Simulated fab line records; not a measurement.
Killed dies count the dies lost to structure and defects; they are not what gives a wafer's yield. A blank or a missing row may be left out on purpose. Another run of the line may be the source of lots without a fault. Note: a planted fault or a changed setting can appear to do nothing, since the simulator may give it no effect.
Matching of chambers -- flow n5Finfet -- pecvd-03 running N5_BEOL_M13_ILD_DEP_00: 3 sister chambers
The step deposits SiOC from DEMS/O2, target thk 837.92 nm, time 166.4 s. 6 wafers are shown with their chamber, then 12 later ones without.

WAFERS, EACH WITH ITS CHAMBER
wafer,chamber,heaterPowerW (W),throttleValvePct (%)
L081.5,0,595,12.5
L083.1,2,571,12.0
L083.3,0,500,12.3
L085.1,1,395,12.0
L085.4,1,433,12.1
L085.5,2,621,11.9

WAFERS WITHOUT THEIR CHAMBER
wafer,heaterPowerW (W),throttleValvePct (%)
L090.2,503,12.6
L090.5,553,12.4
L090.6,604,12.0
L088.3,576,12.5
L088.4,577,12.4
L088.5,381,12.0
L094.3,452,12.0
L094.4,460,12.0
L094.6,594,12.3
L097.1,584,12.7
L097.4,381,12.1
L097.6,483,12.6

WHICH CHAMBER EACH WENT THROUGH
wafer,from the rows above,in truth
L090.2,0,0
L090.5,0,0
L090.6,2,2
L088.3,0,0
L088.4,0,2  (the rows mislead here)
L088.5,1,1
L094.3,1,1
L094.4,can't be placed: 1 or 2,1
L094.6,0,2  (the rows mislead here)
L097.1,0,0
L097.4,1,1
L097.6,0,0
Correctly placed: 9 of 12. Can't be placed from these rows: 1 (the true chamber is among the candidates in 1). 2 placed wrongly.
How it was worked out, from the rows above alone: a wafer's distance from a chamber is the root of the sum, over the readings, of the square of ((its reading less the chamber's mean) divided by the reading's scatter). If the next closest chamber is less than 2 further off than the closest, the wafer can't be placed; otherwise it belongs to the closest. The mean given for a chamber averages the wafers shown for that chamber. The scatter: the root of (the sum of the squares of (reading less its chamber's mean) over the shown wafers, divided by (wafers less chambers)).
